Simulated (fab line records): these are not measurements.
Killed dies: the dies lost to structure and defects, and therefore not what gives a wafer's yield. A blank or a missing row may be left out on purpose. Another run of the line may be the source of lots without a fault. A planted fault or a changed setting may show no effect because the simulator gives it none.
Split-lot trial + flow n5 finfet + 7 lots, 39 wafers read, on a route of 1938 steps

== SPLIT DETAILS ==
At N5_BEOL_M8_ILD_DEP_00 (deposits SiCOH lowk from DEMS/porogen, target thk 179.75 nm, time 33.4 s), the setting time s was moved away from the recipe's 33.4 s on 18 of the 39 wafers read, by -52.1% to +25.8%. All remaining wafers had this setting at the recipe value.

== THE PATH FROM SPLIT TO READING: the file shows 1 step between them ==
- N5_BEOL_M8_CURE_74: cures SiCOH lowk, time 240 s

== THE READING ==
At N5_BEOL_M8_THK_MEAS_01: M8_ILD_THK, given in nm. Typical for fault-free wafers on this fab line: 155.5 nm, with standard deviation 2.2 nm.

| wafer  | tool, chamber at the split | time s as run, s | against the recipe | M8_ILD_THK, nm | against lot-mates on the recipe |
|--------|----------------------------|------------------|--------------------|----------------|---------------------------------|
| L075.2 | pecvd-02, 1                | 33.4             | recipe             | 154.2          | -                               |
| L075.4 | pecvd-02, 2                | 33.4             | recipe             | 152.7          | -                               |
| L075.6 | pecvd-02, 0                | 33.4             | recipe             | 156.0          | -                               |
| L078.1 | pecvd-02, 0                | 21.35            | -36.1%             | 97.6           | -55.6                           |
| L078.2 | pecvd-02, 2                | 33.4             | recipe             | 152.2          | -                               |
| L078.3 | pecvd-02, 1                | 21.35            | -36.1%             | 98.0           | -55.2                           |
| L078.4 | pecvd-02, 0                | 33.4             | recipe             | 154.3          | -                               |
| L078.5 | pecvd-02, 2                | 33.4             | recipe             | 153.0          | -                               |
| L078.6 | pecvd-02, 1                | 21.35            | -36.1%             | 100.1          | -53.1                           |
| L080.1 | pecvd-01, 2                | 33.4             | recipe             | 156.5          | -                               |
| L080.2 | pecvd-01, 0                | 33.4             | recipe             | 156.0          | -                               |
| L080.3 | pecvd-01, 1                | 16.91            | -49.4%             | 81.7           | -76.1                           |
| L080.4 | pecvd-01, 2                | 16.91            | -49.4%             | 83.9           | -73.9                           |
| L080.5 | pecvd-01, 1                | 16.91            | -49.4%             | 83.9           | -73.9                           |
| L080.6 | pecvd-01, 0                | 33.4             | recipe             | 160.9          | -                               |
| L089.1 | pecvd-01, 2                | 42.03            | +25.8%             | 195.1          | +38.4                           |
| L089.2 | pecvd-01, 1                | 33.4             | recipe             | 154.6          | -                               |
| L089.3 | pecvd-01, 0                | 42.03            | +25.8%             | 192.6          | +35.9                           |
| L089.4 | pecvd-01, 0                | 33.4             | recipe             | 156.9          | -                               |
| L089.5 | pecvd-01, 1                | 42.03            | +25.8%             | 198.1          | +41.4                           |
| L089.6 | pecvd-01, 2                | 33.4             | recipe             | 158.6          | -                               |
| L083.1 | pecvd-03, 0                | 21.98            | -34.2%             | 104.6          | -53.4                           |
| L083.2 | pecvd-03, 2                | 33.4             | recipe             | 156.4          | -                               |
| L083.3 | pecvd-03, 1                | 33.4             | recipe             | 157.3          | -                               |
| L083.4 | pecvd-03, 0                | 21.98            | -34.2%             | 105.1          | -52.9                           |
| L083.5 | pecvd-03, 1                | 33.4             | recipe             | 160.4          | -                               |
| L083.6 | pecvd-03, 2                | 21.98            | -34.2%             | 105.8          | -52.2                           |
| L088.1 | pecvd-02, 2                | 33.4             | recipe             | 153.6          | -                               |
| L088.2 | pecvd-02, 1                | 33.4             | recipe             | 154.8          | -                               |
| L088.3 | pecvd-02, 0                | 33.4             | recipe             | 155.0          | -                               |
| L088.4 | pecvd-02, 1                | 27.72            | -17.0%             | 132.0          | -22.5                           |
| L088.5 | pecvd-02, 0                | 27.72            | -17.0%             | 130.9          | -23.6                           |
| L088.6 | pecvd-02, 2                | 27.72            | -17.0%             | 130.5          | -24.0                           |
| L090.1 | pecvd-01, 2                | 16.01            | -52.1%             | 78.4           | -78.5                           |
| L090.2 | pecvd-01, 1                | 33.4             | recipe             | 155.7          | -                               |
| L090.3 | pecvd-01, 0                | 16.01            | -52.1%             | 78.6           | -78.3                           |
| L090.4 | pecvd-01, 1                | 16.01            | -52.1%             | 77.3           | -79.6                           |
| L090.5 | pecvd-01, 2                | 33.4             | recipe             | 158.6          | -                               |
| L090.6 | pecvd-01, 0                | 33.4             | recipe             | 156.5          | -                               |

FIT RESULTS
A straight line over all 39 wafers: M8_ILD_THK changes by +1.5 nm for each +1% of time s; r = +1.00; the points scatter about the line by 2.2 nm.
The same after taking each lot's own level away (the mean of its wafers on the recipe; 39 wafers): +1.51 nm for each +1%; r = +1.00; scatter 1.6 nm.
Per that fit: largest time s move, reading shift of 79 nm.
Across the lots, their own levels run from 153.17 to 158.03 nm, a range of 2.2 times the standard deviation given above.
The two slopes are in agreement: the lot-to-lot level therefore moves the slope only a little.
Check: -78.7 nm against its lot-mates is what the line predicts for one of the wafers moved furthest among these (-52.1%) when that wafer is left out of the fit. Against them it came out at -78.5 nm.

== FURTHER SPLITS ON THESE WAFERS ==
Other splits were also applied to these wafers ahead of the reading. Each is held against what the fit with the lots' levels taken away leaves over:
| other split on the same wafers   | wafers away from the commonest value | r with M8_ILD_THK (lot level and that fit taken away) |
|----------------------------------|--------------------------------------|-------------------------------------------------------|
| N5_BEOL_M7_TRENCH_ETCH_37 time s | 12                                   | -0.12                                                 |

== THE WHOLE CHAIN: every reading that the file lists as answering this split, in the file's order ==
| step                   | what it does                                                             | reading                                                                                  | change (the file's fit)              | r (the file's) |
|------------------------|--------------------------------------------------------------------------|------------------------------------------------------------------------------------------|--------------------------------------|----------------|
| N5_BEOL_M8_ILD_DEP_00  | deposits SiCOH lowk from DEMS/porogen, target thk 179.75 nm, time 33.4 s | SiCOH_lowk_of_BEOL_M8_ILD_DEP_00.thk nm (the simulator's own value, which no gauge read) | +1.74 nm for each +1% of the setting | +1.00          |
| N5_BEOL_M8_CURE_74     | cures SiCOH lowk, time 240 s                                             | SiCOH_lowk_of_BEOL_M8_ILD_DEP_00.thk nm (the simulator's own value, which no gauge read) | +1.51 nm for each +1% of the setting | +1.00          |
| N5_BEOL_M8_THK_MEAS_01 |                                                                          | M8_ILD_THK                                                                               | +1.51 for each +1% of the setting    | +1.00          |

== FILE'S OWN FIT ==
M8_ILD_THK changes by +1.51 nm for each +1% of time s, r = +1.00.
